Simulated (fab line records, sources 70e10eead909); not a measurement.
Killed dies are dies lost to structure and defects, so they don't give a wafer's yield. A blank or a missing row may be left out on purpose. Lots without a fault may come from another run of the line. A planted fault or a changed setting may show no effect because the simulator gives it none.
Which tool did it? | flow nand_harc | 12 lots, 36 wafers sampled, at 1 step of a route of 1159

WHAT THE GAUGES READ, wafer by wafer
NHARC_P_STI_OCD_MEAS_43.
lot  | measured    | on     | trench_depth_nm (nm)
L075 | day 2 21:13 | ocd-02 | 299 298 298
L077 | day 3 06:10 | ocd-02 | 296 298 297
L079 | day 3 19:23 | ocd-02 | 299 304 299
L081 | day 4 06:11 | ocd-02 | 297 302 297
L083 | day 4 19:44 | ocd-01 | 307 306 304
L086 | day 5 08:41 | ocd-01 | 303 305 302
L087 | day 5 20:10 | ocd-01 | 289 299 298
L089 | day 6 06:28 | ocd-01 | 307 302 301
L091 | day 6 18:19 | ocd-01 | 300 302 302
L094 | day 7 09:02 | ocd-01 | 289 290 297
L095 | day 7 21:26 | ocd-01 | 303 296 308
L097 | day 8 06:07 | ocd-01 | 300 296 300

WHICH TOOL RAN EACH LOT (tool, then ch and the chambers of the sampled wafers, then the start)
The record holds no process step before these readings.

THE ANSWER, worked out from the rows above alone
Rule: what is usual is taken from the lots themselves. Put in order of their means at a reading, lots are off if they are a third of the lots or fewer, leave a main group of 4 or more, and stand apart from it by a gap of 3 or more times the standard deviation of the main group's means; of several such gaps the widest counts. A main group whose means are all the same, to the digits that the tables above print for the reading, isn't used. A lot without any number at a reading at which 4 lots or more have one is off too. The other lots that the step has rows for count as sound.
No lot is off at any reading shown: from this, nothing can be told.

WHAT THE SIMULATOR HAD PUT IN
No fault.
